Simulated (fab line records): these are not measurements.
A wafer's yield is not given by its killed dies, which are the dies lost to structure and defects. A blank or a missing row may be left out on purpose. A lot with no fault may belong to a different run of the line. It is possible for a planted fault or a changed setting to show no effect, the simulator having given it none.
Chamber matching :: flow nand-harc :: rie-diel-07 running NHARC_A_BONDPAD_STRIP_15: 4 sister chambers
The step strips in O2. 39 wafers are shown with their chamber, then 12 later ones without.

== WAFERS PAIRED WITH THEIR CHAMBERS ==
wafer: L074.2
chamber: 1
showerhead-plenum-p-Torr (Torr): 3.39
drypump-motor-current-A (A): 4.9
oes-product-au (a.u.): 0.988

wafer: L074.3
chamber: 2
showerhead-plenum-p-Torr (Torr): 3.69
drypump-motor-current-A (A): 5.4
oes-product-au (a.u.): 1.003

wafer: L074.4
chamber: 0
showerhead-plenum-p-Torr (Torr): 3.61
drypump-motor-current-A (A): 6.0
oes-product-au (a.u.): 1.001

wafer: L075.2
chamber: 3
showerhead-plenum-p-Torr (Torr): 3.68
drypump-motor-current-A (A): 6.3
oes-product-au (a.u.): 1.001

wafer: L075.5
chamber: 3
showerhead-plenum-p-Torr (Torr): 3.68
drypump-motor-current-A (A): 6.3
oes-product-au (a.u.): 1.010

wafer: L075.6
chamber: 2
showerhead-plenum-p-Torr (Torr): 3.69
drypump-motor-current-A (A): 5.4
oes-product-au (a.u.): 0.995

wafer: L076.2
chamber: 0
showerhead-plenum-p-Torr (Torr): 3.61
drypump-motor-current-A (A): 6.0
oes-product-au (a.u.): 1.002

wafer: L076.3
chamber: 3
showerhead-plenum-p-Torr (Torr): 3.67
drypump-motor-current-A (A): 6.4
oes-product-au (a.u.): 0.996

wafer: L076.5
chamber: 3
showerhead-plenum-p-Torr (Torr): 3.68
drypump-motor-current-A (A): 6.3
oes-product-au (a.u.): 0.991

wafer: L078.2
chamber: 3
showerhead-plenum-p-Torr (Torr): 3.67
drypump-motor-current-A (A): 6.4
oes-product-au (a.u.): 0.994

wafer: L078.3
chamber: 2
showerhead-plenum-p-Torr (Torr): 3.69
drypump-motor-current-A (A): 5.4
oes-product-au (a.u.): 0.985

wafer: L078.4
chamber: 1
showerhead-plenum-p-Torr (Torr): 3.39
drypump-motor-current-A (A): 4.9
oes-product-au (a.u.): 0.988

wafer: L079.1
chamber: 0
showerhead-plenum-p-Torr (Torr): 3.61
drypump-motor-current-A (A): 6.0
oes-product-au (a.u.): 0.996

wafer: L079.3
chamber: 2
showerhead-plenum-p-Torr (Torr): 3.69
drypump-motor-current-A (A): 5.4
oes-product-au (a.u.): 0.996

wafer: L079.5
chamber: 1
showerhead-plenum-p-Torr (Torr): 3.39
drypump-motor-current-A (A): 4.9
oes-product-au (a.u.): 0.989

wafer: L081.1
chamber: 1
showerhead-plenum-p-Torr (Torr): 3.39
drypump-motor-current-A (A): 4.9
oes-product-au (a.u.): 0.995

wafer: L081.3
chamber: 3
showerhead-plenum-p-Torr (Torr): 3.67
drypump-motor-current-A (A): 6.3
oes-product-au (a.u.): 1.007

wafer: L081.5
chamber: 2
showerhead-plenum-p-Torr (Torr): 3.69
drypump-motor-current-A (A): 5.4
oes-product-au (a.u.): 0.995

wafer: L082.1
chamber: 0
showerhead-plenum-p-Torr (Torr): 3.61
drypump-motor-current-A (A): 6.0
oes-product-au (a.u.): 1.007

wafer: L082.4
chamber: 1
showerhead-plenum-p-Torr (Torr): 3.39
drypump-motor-current-A (A): 4.9
oes-product-au (a.u.): 1.004

wafer: L082.5
chamber: 2
showerhead-plenum-p-Torr (Torr): 3.69
drypump-motor-current-A (A): 5.4
oes-product-au (a.u.): 0.992

wafer: L080.2
chamber: 1
showerhead-plenum-p-Torr (Torr): 3.39
drypump-motor-current-A (A): 4.9
oes-product-au (a.u.): 0.996

wafer: L080.3
chamber: 3
showerhead-plenum-p-Torr (Torr): 3.67
drypump-motor-current-A (A): 6.4
oes-product-au (a.u.): 1.010

wafer: L080.6
chamber: 0
showerhead-plenum-p-Torr (Torr): 3.61
drypump-motor-current-A (A): 6.0
oes-product-au (a.u.): 0.992

wafer: L084.1
chamber: 0
showerhead-plenum-p-Torr (Torr): 3.61
drypump-motor-current-A (A): 6.0
oes-product-au (a.u.): 1.004

wafer: L084.2
chamber: 3
showerhead-plenum-p-Torr (Torr): 3.67
drypump-motor-current-A (A): 6.3
oes-product-au (a.u.): 1.011

wafer: L084.3
chamber: 2
showerhead-plenum-p-Torr (Torr): 3.69
drypump-motor-current-A (A): 5.4
oes-product-au (a.u.): 0.994

wafer: L086.1
chamber: 2
showerhead-plenum-p-Torr (Torr): 3.69
drypump-motor-current-A (A): 5.4
oes-product-au (a.u.): 1.005

wafer: L086.2
chamber: 1
showerhead-plenum-p-Torr (Torr): 3.39
drypump-motor-current-A (A): 4.9
oes-product-au (a.u.): 0.989

wafer: L086.6
chamber: 1
showerhead-plenum-p-Torr (Torr): 3.39
drypump-motor-current-A (A): 4.9
oes-product-au (a.u.): 0.985

wafer: L085.1
chamber: 1
showerhead-plenum-p-Torr (Torr): 3.39
drypump-motor-current-A (A): 4.9
oes-product-au (a.u.): 0.980

wafer: L085.3
chamber: 0
showerhead-plenum-p-Torr (Torr): 3.61
drypump-motor-current-A (A): 5.9
oes-product-au (a.u.): 0.996

wafer: L085.6
chamber: 2
showerhead-plenum-p-Torr (Torr): 3.69
drypump-motor-current-A (A): 5.4
oes-product-au (a.u.): 0.996

wafer: L088.1
chamber: 2
showerhead-plenum-p-Torr (Torr): 3.69
drypump-motor-current-A (A): 5.4
oes-product-au (a.u.): 0.998

wafer: L088.2
chamber: 0
showerhead-plenum-p-Torr (Torr): 3.61
drypump-motor-current-A (A): 6.0
oes-product-au (a.u.): 0.978

wafer: L088.3
chamber: 3
showerhead-plenum-p-Torr (Torr): 3.67
drypump-motor-current-A (A): 6.4
oes-product-au (a.u.): 1.000

wafer: L087.1
chamber: 3
showerhead-plenum-p-Torr (Torr): 3.67
drypump-motor-current-A (A): 6.3
oes-product-au (a.u.): 1.013

wafer: L087.2
chamber: 2
showerhead-plenum-p-Torr (Torr): 3.69
drypump-motor-current-A (A): 5.4
oes-product-au (a.u.): 1.009

wafer: L087.4
chamber: 0
showerhead-plenum-p-Torr (Torr): 3.61
drypump-motor-current-A (A): 6.0
oes-product-au (a.u.): 0.992

SIGNATURES (means of the wafers above)
reading: showerhead-plenum-p-Torr
chamber 0: 3.6100
chamber 1: 3.3900
chamber 2: 3.6900
chamber 3: 3.6730
scatter within a chamber: 0.00245

reading: drypump-motor-current-A
chamber 0: 5.989
chamber 1: 4.900
chamber 2: 5.400
chamber 3: 6.340
scatter within a chamber: 0.0307

reading: oes-product-au
chamber 0: 0.99644
chamber 1: 0.99044
chamber 2: 0.99709
chamber 3: 1.00330
scatter within a chamber: 0.00754
Rule: distance of a wafer from a chamber = root of the sum over the readings of ((wafer's reading minus chamber's mean) / reading's scatter) squared. If the next closest chamber is less than 2 further off than the closest, the wafer can't be placed; otherwise it belongs to the closest. The scatter: the root of (the sum of the squares of (reading less its chamber's mean) over the shown wafers, divided by (wafers less chambers)).

== WAFERS WITH NO CHAMBER GIVEN ==
wafer: L094.1
showerhead-plenum-p-Torr (Torr): 3.39
drypump-motor-current-A (A): 4.9
oes-product-au (a.u.): 1.004

wafer: L094.2
showerhead-plenum-p-Torr (Torr): 3.67
drypump-motor-current-A (A): 6.3
oes-product-au (a.u.): 1.009

wafer: L094.3
showerhead-plenum-p-Torr (Torr): 3.61
drypump-motor-current-A (A): 5.9
oes-product-au (a.u.): 0.995

wafer: L090.3
showerhead-plenum-p-Torr (Torr): 3.67
drypump-motor-current-A (A): 6.3
oes-product-au (a.u.): 1.005

wafer: L090.4
showerhead-plenum-p-Torr (Torr): 3.61
drypump-motor-current-A (A): 5.9
oes-product-au (a.u.): 0.989

wafer: L090.6
showerhead-plenum-p-Torr (Torr): 3.61
drypump-motor-current-A (A): 6.0
oes-product-au (a.u.): 0.995

wafer: L095.1
showerhead-plenum-p-Torr (Torr): 3.68
drypump-motor-current-A (A): 5.4
oes-product-au (a.u.): 1.009

wafer: L095.4
showerhead-plenum-p-Torr (Torr): 3.39
drypump-motor-current-A (A): 4.9
oes-product-au (a.u.): 0.994

wafer: L095.5
showerhead-plenum-p-Torr (Torr): 3.39
drypump-motor-current-A (A): 4.9
oes-product-au (a.u.): 1.001

wafer: L095.2
showerhead-plenum-p-Torr (Torr): 3.61
drypump-motor-current-A (A): 6.0
oes-product-au (a.u.): 0.995

wafer: L095.3
showerhead-plenum-p-Torr (Torr): 3.67
drypump-motor-current-A (A): 6.4
oes-product-au (a.u.): 1.016

wafer: L095.6
showerhead-plenum-p-Torr (Torr): 3.68
drypump-motor-current-A (A): 5.4
oes-product-au (a.u.): 1.003

== EACH ONE'S CHAMBER ==
wafer: L094.1
from the rows above: 1
in truth: 1

wafer: L094.2
from the rows above: 3
in truth: 3

wafer: L094.3
from the rows above: 0
in truth: 0

wafer: L090.3
from the rows above: 3
in truth: 3

wafer: L090.4
from the rows above: 0
in truth: 0

wafer: L090.6
from the rows above: 0
in truth: 0

wafer: L095.1
from the rows above: 2
in truth: 2

wafer: L095.4
from the rows above: 1
in truth: 1

wafer: L095.5
from the rows above: 1
in truth: 1

wafer: L095.2
from the rows above: 0
in truth: 0

wafer: L095.3
from the rows above: 3
in truth: 3

wafer: L095.6
from the rows above: 2
in truth: 2
Correct placement for 12 of the 12. From these rows, 0 cannot be placed. Number placed wrongly: 0.
